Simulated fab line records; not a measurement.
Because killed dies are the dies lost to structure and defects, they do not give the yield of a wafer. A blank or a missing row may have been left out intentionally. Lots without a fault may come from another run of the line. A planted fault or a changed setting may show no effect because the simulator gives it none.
Problem report in the 8D (eight disciplines) form, filled by code ; flow n5 finfet ; the parts of the form that need people (team, actions taken, sign-off) are left out

1. WHAT IS WRONG
killed_at_M0_to_M3 at N5_PASSIVATION_PROBE_49 reads a mean of 120 on 1 wafer of 1 lot; wafers without a fault read 36 with a standard deviation of 11. That puts it +7.6 standard deviations away from the usual mean.
The first sign was on wafer L427.2 at day 16 02:58, on prober-01. Wafers with a number at this step in the record: 14, from 5 lots. The rule behind "out" and "out of limits": a value lying over 4 standard deviations away from the usual mean. The other wafers with a number count as sound.

2. WHAT IT IS; WHAT IT IS NOT
question;is;is not
which readings at this step;killed_at_M0_to_M3, defect limited yield, killed dies, sort_bin_5_function, sort n pass, sort yield pct;killed_at_M4_up, killed at contacts, killed at front end, killed on rim, killed open, killed short, sort_bin_6_memory
which lots;L427;L422, L425, L426, L439
which wafers of those lots;L427.2;L427.3, L427.6
read on which tools;prober-01;prober-02
when;from day 16 02:58;"up to then (8 sound wafers); but 5 sound wafers of L427, L439 came after"

3. SUSPECTS, AND WHAT RULES EACH OUT
Counting: a tool at a process step up to the reading stays a suspect if it ran every lot that is out. Sound lots after the first of them don't rule it out here, since some wafers of a struck lot are sound.
- pvd sputter-03 at N5_BEOL_M0_SPUTTER_141 (material Cu, target thk 4 nm, time 7.37 s): kept. It processed L427, the lot that is out, at day 8 19:53, and its most recent sound lot before then was L426 at day 8 12:51.
- pvd sputter-01 at N5_PASSIVATION_PRE_CLEAN_19: kept. It processed L427, the lot that is out, at day 15 21:07, and its most recent sound lot before then was L426 at day 15 20:47.
- rie metal-02 at N5_PASSIVATION_ETCH_59 (etches TaN in Cl2/BCl3, target depth 65 nm, time 34.9 s): kept. It processed L427, the lot that is out, at day 15 22:26, and its most recent sound lot before then was L425 at day 15 14:56.
- prober-01 at N5_PASSIVATION_PROBE_49: kept. It processed L427, the lot that is out, at day 16 02:58, and its most recent sound lot before then was L425 at day 15 19:17. On those wafers its own readings are out: defect limited yield, killed_at_M0_to_M3, killed dies, sort_bin_5_function, sort n pass, sort yield pct.
- The sound lot-mates ran in chamber 1 of rie metal-02 at N5_PASSIVATION_ETCH_59, but the wafers that are out ran in chamber 0.
Left after counting: pvd sputter-03 at N5_BEOL_M0_SPUTTER_141, pvd sputter-01 at N5_PASSIVATION_PRE_CLEAN_19, rie metal-02 at N5_PASSIVATION_ETCH_59, prober-01 at N5_PASSIVATION_PROBE_49.

4. THE CAUSE (what the simulator had put in)
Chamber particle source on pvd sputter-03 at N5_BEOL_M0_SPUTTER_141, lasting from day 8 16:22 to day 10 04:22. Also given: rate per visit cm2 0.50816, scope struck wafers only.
Counting left 4 suspects, and this tool is among them.

5. THE EFFECT CHAIN, in route order
Rows list readings where the struck wafers' mean (over those with a number) sits beyond 3 standard deviations from the usual. Scope: only readings with a usual standard deviation given in the record; hours: median across lots of the time from each lot's start at the first step in this table that gives one to its start at this step; sigmas: change in usual standard deviations.
hours;step;reading;usual;on struck wafers;change;sigmas
0;N5_PASSIVATION_PROBE_49;defect limited yield;91.1 %;82.4;-8.7;-6.2
0;N5_PASSIVATION_PROBE_49;killed_at_M0_to_M3;36;120;+84;+7.6
0;N5_PASSIVATION_PROBE_49;killed dies;105;208;+103;+6.4
0;N5_PASSIVATION_PROBE_49;sort_bin_5_function;5.2 %;11.2;+6.0;+6.7
0;N5_PASSIVATION_PROBE_49;sort n pass;1074;972;-102;-6.4
0;N5_PASSIVATION_PROBE_49;sort yield pct;91.1 %;82.4;-8.7;-6.2
Process steps it contains:
- N5_PASSIVATION_PROBE_49

6. WHAT WOULD HAVE CAUGHT IT SOONER
In this record the first reading out of limits was taken at day 16 02:58, 179 hours after the fault began at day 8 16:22.
Tool readings at N5_BEOL_M0_SPUTTER_141 with a usual standard deviation given in the record: none out on any struck wafer, hence no alarm at a limit of 4 standard deviations on them.
By day 16 02:58, every lot that is out (1) had started N5_BEOL_M0_SPUTTER_141 on pvd sputter-03. None of them would have been spared by holding the tool at that moment.
